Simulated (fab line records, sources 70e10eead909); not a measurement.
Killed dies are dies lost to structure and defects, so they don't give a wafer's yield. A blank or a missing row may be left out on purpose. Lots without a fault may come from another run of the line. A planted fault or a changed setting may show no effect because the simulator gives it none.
A struck lot beside a sound one | flow nand_harc | 13 steps out of a route of 1302
Sound: wafers L548.2, L548.3, L548.5. Struck: wafers L537.3, L537.4, L537.6. The cause comes at the end.
At each step with rows: each side's tool, then ch and its chambers, then its first start. Under that, the readings that differ: sound wafers | struck wafers | difference of the means | sigmas: that difference in standard deviations of wafers without a fault.
alike: readings whose means differ by less than 2 such deviations, and words and numbers that are the same on both sides. not compared: withheld readings, readings that some wafer has no value for, bounds like >300 that may hide the same value, and numbers for which the record gives no deviation and whose values overlap.
The two part at a step that has a row with sigmas, a row that says differs or no value, or rows on one side only. Numbers that don't overlap but have no deviation are shown without sigmas and don't part them. A reading that every wafer of one side lacks parts them only if that side has two wafers or more.

NHARC_P_M0_PRE_CLEAN_29: time 30 s.
  sound on pvd_sputter-03; struck on pvd_sputter-03
  alike: heater_power_w
then, 1 step without rows for these wafers: NHARC_P_M0_PVD_20 (deposits TaN, target thk 5 nm, time 8.06 s).
NHARC_P_M0_PVD_21: deposits Cu, target thk 30 nm, time 20.49 s.
  sound on pvd_sputter-03; struck on pvd_sputter-03
  alike: throttle_valve_pct
then, 1 step without rows for these wafers: NHARC_P_M0_ECD_22 (material Cu, target thk 400 nm).
NHARC_P_M0_ANNEAL_30: time 90 s.
  sound on rtp_anneal-02 ch 0, day 13 21:26; struck on rtp_anneal-02 ch 0, day 9 17:13
  alike: wafer_temp_C_max
NHARC_P_M0_CMP_23: polishes, t overpolish 20 s, target thk 117.54 nm.
  sound on cmp-03 ch 0,1,2, day 13 21:47; struck on cmp-01 ch 0,1,3, day 9 17:34
  alike: motor_current_A, time_to_endpoint_s
NHARC_P_M0_THK_MEAS_24: measures by xrf.
  sound on film_metro-01, day 13 22:03; struck on film_metro-02, day 9 17:51
  alike: thk_nm
then, 1 step without rows for these wafers: NHARC_P_M0_SRD_25.
NHARC_P_M0_INSPECT_27:
  sound on defect_inspect-02, day 13 22:12; struck on defect_inspect-02, day 9 18:02
  alike: raw_defect_count
then, 1 step without rows for these wafers: NHARC_P_M0_PRE_CLEAN_31 (time 12 s).
NHARC_P_M0_DEP_32: deposits SiCN, target thk 30 nm.
  sound on pecvd-02 ch 0,2, day 13 22:21; struck on pecvd-03 ch 1,2, day 9 18:11
  alike: chamber_pressure_Torr, heater_power_outer_w, heater_power_w
NHARC_P_M1_DEP_00: deposits SiOC, target thk 182.5 nm.
  sound on pecvd-02 ch 1,2, day 13 22:47; struck on pecvd-02 ch 0,1, day 9 18:35
  no value came back on the struck wafers for chamber_pressure_Torr (Torr), rf_fwd_power_W (W); on the sound wafers chamber_pressure_Torr (Torr) reads 4.992 5.010 4.994
then, 1 step without rows for these wafers: NHARC_P_M1_DEHYDRATE_01 (time 120 s).

WHERE THEY PART
Only at NHARC_P_M1_DEP_00, within this record.

WHY: what the simulator had put in
Skipped step whole: pecvd-02, from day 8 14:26 on, at NHARC_P_M1_DEP_00. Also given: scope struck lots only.
